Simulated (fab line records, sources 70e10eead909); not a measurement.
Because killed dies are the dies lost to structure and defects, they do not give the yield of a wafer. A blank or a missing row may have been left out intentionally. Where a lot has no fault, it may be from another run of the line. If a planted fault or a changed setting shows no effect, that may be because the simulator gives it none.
Matching of chambers ; flow nandHarc ; NHARC_A_CHANNEL_FILL_D2_ALD_14 on aldHk-03 has 4 sister chambers
The step deposits SiO2, target thk 2.5 nm, pulse time 10 s, ald cycles 25. 16 wafers are shown with their chamber, then 8 later ones without.

== WAFERS PAIRED WITH THEIR CHAMBERS ==
wafer;chamber;heaterPowerW (W);precursorPulseHeightRel
L084.2;1;491;1.010
L084.4;2;470;1.010
L084.5;1;473;0.991
L083.1;2;464;1.023
L083.2;3;471;0.989
L083.3;1;473;0.986
L083.4;0;460;0.997
L083.5;3;468;0.989
L083.6;2;476;0.987
L087.3;0;461;0.973
L087.4;2;467;1.015
L087.6;2;457;0.995
L091.2;2;463;1.020
L091.3;0;462;1.021
L091.6;2;477;0.991
L094.1;0;464;1.021

SIGNATURES, as means of the wafers listed above
reading;chamber 0;chamber 1;chamber 2;chamber 3;scatter within a chamber
heaterPowerW;461.75;479.00;467.71;469.50;6.71
precursorPulseHeightRel;1.00300;0.99567;1.00586;0.98900;0.0163
Rule: a wafer lies at a distance from a chamber equal to the root of the sum of squares, over the readings, of (its reading less the chamber's mean, divided by the reading's scatter). If the next closest chamber is less than 2 further off than the closest, the wafer can't be placed; otherwise it belongs to the closest. The scatter: the root of (the sum of the squares of (reading less its chamber's mean) over the shown wafers, divided by (wafers less chambers)).

== WAFERS WHOSE CHAMBER IS MISSING ==
wafer;heaterPowerW (W);precursorPulseHeightRel
L094.2;479;0.972
L094.4;459;0.997
L095.2;466;1.065
L095.3;481;0.995
L095.6;478;0.989
L097.2;462;1.019
L097.4;473;1.009
L097.5;477;0.987

== THE CHAMBER EACH PASSED THROUGH ==
wafer;from the rows above;in truth
L094.2;can't be placed: 1 or 3 or 2 or 0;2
L094.4;can't be placed: 0 or 2 or 3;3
L095.2;can't be placed: 2 or 0 or 1 or 3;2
L095.3;can't be placed: 1 or 3 or 2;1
L095.6;can't be placed: 1 or 3 or 2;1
L097.2;can't be placed: 0 or 2 or 3 or 1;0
L097.4;can't be placed: 2 or 1 or 3 or 0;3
L097.5;can't be placed: 1 or 3 or 2 or 0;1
Correct placement for 0 of the 8. Can't be placed from these rows: 8 (the true chamber is among the candidates in 8). Placed wrongly: 0.
